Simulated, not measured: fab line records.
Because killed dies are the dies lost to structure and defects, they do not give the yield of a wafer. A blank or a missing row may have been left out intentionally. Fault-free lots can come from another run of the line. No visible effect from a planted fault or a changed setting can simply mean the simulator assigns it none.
Struck lot and sound lot, side by side | flow n5Finfet | 17 steps out of a route of 1938
Sound: these wafers, L384.1, L384.3, L384.6. Struck: wafer L380.2. (L380.5, L380.6 of the same lot were not struck and are left out.) The cause comes at the end.
For every step that has rows: the tool of each side, followed by ch and its chambers, followed by its first start. Under that, the readings that differ: sound wafers | struck wafers | difference of the means | sigmas: that difference in standard deviations of wafers without a fault.
alike: readings whose means differ by less than 2 such deviations, and words and numbers that are the same on both sides. not compared: withheld readings, readings that some wafer has no value for, bounds like >300 that may hide the same value, and numbers for which the record gives no deviation and whose values overlap.
Wherever a step has rows on one side only, a row that says differs or no value, or a row with sigmas, the two part there. Non-overlapping numbers with no deviation appear without sigmas and do not part them. A reading that every wafer of one side lacks parts them only if that side has two wafers or more.

first, 7 steps without rows for these wafers: N5_BEOL_M11_COAT_60 (time 60 s, resist thk 30 nm); N5_BEOL_M11_COAT_05 (resist thk 90 nm); N5_BEOL_M11_EBR_07; N5_BEOL_M11_SOFTBAKE_06 (time 60 s); N5_BEOL_M11_EXPOSE_08 (exposes mask M11); N5_BEOL_M11_PEB_09 (peb time 60 s); N5_BEOL_M11_DEVELOP_10 (develop time 30 s).
N5_BEOL_M11_CD_MEAS_11: the cd target is 64.1 nm.
  sound on cdSem-01 ch 0, day 15 16:26; struck on cdSem-02 ch 0, day 14 18:58
  alike: cdNm
N5_BEOL_M11_OVL_MEAS_12:
  sound on overlay-01 ch 0, day 15 16:28; struck on overlay-02 ch 0, day 14 18:59
  alike: M11_OVL
N5_BEOL_M11_INSPECT_13: inspects for defects (brightfield).
  sound on defectInspect-02 at day 15 16:29; struck on defectInspect-02 at day 14 19:01
  alike: rawDefectCount
N5_BEOL_M11_DESCUM_16: chemistry O2, time 7.9 s.
  sound on rieDiel-01 ch 0,1,2, day 15 16:35; struck on rieDiel-03 ch 0, day 14 19:03
  alike: drypumpMotorCurrentA, oesProductAu, rfVppV, showerheadPlenumPTorr, throttleValvePct
  not compared: rfHoursCounterH
N5_BEOL_M11_ETCH_61: etches SiARC in CF4, target depth 39 nm, time 65 s.
  sound on rieDiel-01 ch 0,1,2, day 15 16:37; struck on rieDiel-03 ch 0, day 14 19:05
  alike: cf4FlowSccm, drypumpMotorCurrentA, etchRfOnTimeS, oesProductAu, rfVppV, showerheadPlenumPTorr, throttleValvePct
  not compared: rfHoursCounterH
N5_BEOL_M11_ETCH_62: etches SOC in N2/H2, target depth 110 nm, overetch 22 nm, time 165 s.
  sound on rieDiel-01 ch 0,1,2, day 15 16:40; struck on rieDiel-03 ch 0, day 14 19:08
reading                                    | sound          | struck | difference | sigmas
model.SiARC_of_BEOL_M11_COAT_60.thkNm (nm) | 23.8 23.6 23.6 | 23.4   | -0.3       | 
  alike: drypumpMotorCurrentA, oesProductAu, rfVppV, showerheadPlenumPTorr, throttleValvePct
  not compared: rfHoursCounterH
then, 1 step without rows for these wafers: N5_BEOL_M11_STRIP_68 (strips in N2/H2).
N5_BEOL_M11_STRIP_67: strips in CF4.
  sound on rieDiel-01 ch 0,1,2, day 15 16:49; struck on rieDiel-03 ch 0, day 14 19:17
  alike: cf4FlowSccm, drypumpMotorCurrentA, oesProductAu, rfVppV, showerheadPlenumPTorr, throttleValvePct
  not compared: rfHoursCounterH
N5_BEOL_M11_HM_OPEN_17: chemistry Cl2/BCl3, target TiN, target depth 20 nm, overetch 6 nm.
  sound on rieMetal-01 ch 0,1, day 15 16:52; struck on rieMetal-01 ch 0, day 14 19:19
reading                 | sound          | struck | difference | sigmas
model.etch.depthNm (nm) | 20 19.61 19.74 | 18.97  | -0.81      | 
  alike: drypumpMotorCurrentA, oesProductAu, throttleValvePct
  not compared: rfHoursCounterH
N5_BEOL_M11_STRIP_19: strips in O2.
  sound on rieDiel-03 ch 0,1, day 15 16:58; struck on rieDiel-01 ch 3, day 14 19:26
  alike: drypumpMotorCurrentA, oesProductAu, rfVppV, showerheadPlenumPTorr, throttleValvePct
  not compared: rfHoursCounterH

## WHERE THEY PART
Nowhere in this record.

WHY: the cause the simulator had injected
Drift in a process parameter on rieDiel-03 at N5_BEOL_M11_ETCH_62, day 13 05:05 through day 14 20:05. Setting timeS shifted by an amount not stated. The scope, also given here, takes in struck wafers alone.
